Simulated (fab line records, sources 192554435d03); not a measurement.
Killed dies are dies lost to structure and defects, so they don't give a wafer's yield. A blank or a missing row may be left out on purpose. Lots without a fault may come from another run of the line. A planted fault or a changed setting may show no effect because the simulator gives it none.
Chamber matching | flow n5_finfet | N5_SDB_STRIP_21 on rie_diel-05: 4 sister chambers
The step strips in CF4. 20 wafers are shown with their chamber, then 10 later ones without.

WAFERS WITH THEIR CHAMBER
wafer  | chamber | showerhead_plenum_p_Torr (Torr) | drypump_motor_current_A (A) | throttle_valve_pct (%)
L081.2 | 1       | 1.74                            | 5.6                         | 13.38
L081.3 | 3       | 1.91                            | 4.6                         | 13.56
L081.5 | 2       | 1.89                            | 5.6                         | 13.41
L083.1 | 1       | 1.74                            | 5.7                         | 13.39
L083.2 | 3       | 1.91                            | 4.7                         | 13.56
L083.4 | 0       | 1.74                            | 6.2                         | 13.63
L085.2 | 1       | 1.74                            | 5.6                         | 13.41
L085.3 | 2       | 1.89                            | 5.6                         | 13.45
L085.6 | 0       | 1.74                            | 6.2                         | 13.62
L090.1 | 2       | 1.89                            | 5.6                         | 13.46
L090.4 | 2       | 1.89                            | 5.6                         | 13.47
L090.5 | 1       | 1.74                            | 5.6                         | 13.43
L089.2 | 3       | 1.90                            | 4.6                         | 13.61
L089.3 | 2       | 1.89                            | 5.6                         | 13.46
L089.4 | 3       | 1.90                            | 4.6                         | 13.63
L091.3 | 3       | 1.90                            | 4.6                         | 13.63
L091.5 | 2       | 1.89                            | 5.6                         | 13.47
L091.6 | 3       | 1.90                            | 4.6                         | 13.62
L092.3 | 2       | 1.89                            | 5.6                         | 13.47
L092.4 | 3       | 1.90                            | 4.6                         | 13.63

SIGNATURES (means of the wafers above)
reading                  | chamber 0 | chamber 1 | chamber 2 | chamber 3 | scatter within a chamber
showerhead_plenum_p_Torr | 1.7400    | 1.7400    | 1.8900    | 1.9029    | 0.00299
drypump_motor_current_A  | 6.200     | 5.625     | 5.600     | 4.614     | 0.0317
throttle_valve_pct       | 13.6250   | 13.4025   | 13.4557   | 13.6057   | 0.0256
Rule: a wafer's distance from a chamber is the root of the sum, over the readings, of the square of ((its reading less the chamber's mean) divided by the reading's scatter). The wafer belongs to the nearest chamber; if the next one is less than 2 further off, it can't be placed. The scatter: the root of (the sum of the squares of (reading less its chamber's mean) over the shown wafers, divided by (wafers less chambers)).

WAFERS WITHOUT THEIR CHAMBER
wafer  | showerhead_plenum_p_Torr (Torr) | drypump_motor_current_A (A) | throttle_valve_pct (%)
L092.6 | 1.74                            | 5.6                         | 13.44
L094.1 | 1.90                            | 4.6                         | 13.63
L094.2 | 1.88                            | 5.6                         | 13.50
L094.5 | 1.88                            | 5.6                         | 13.48
L096.2 | 1.90                            | 4.6                         | 13.66
L096.3 | 1.74                            | 5.6                         | 13.46
L096.4 | 1.73                            | 6.2                         | 13.66
L097.2 | 1.88                            | 5.6                         | 13.50
L097.4 | 1.74                            | 5.7                         | 13.44
L097.5 | 1.88                            | 5.6                         | 13.51

WHICH CHAMBER EACH WENT THROUGH
wafer  | from the rows above | in truth
L092.6 | 1                   | 1
L094.1 | 3                   | 3
L094.2 | 2                   | 2
L094.5 | 2                   | 2
L096.2 | 3                   | 3
L096.3 | 1                   | 1
L096.4 | 0                   | 0
L097.2 | 2                   | 2
L097.4 | 1                   | 1
L097.5 | 2                   | 2
Placed correctly: 10 of 10. Can't be placed from these rows: 0. Placed wrongly: 0.
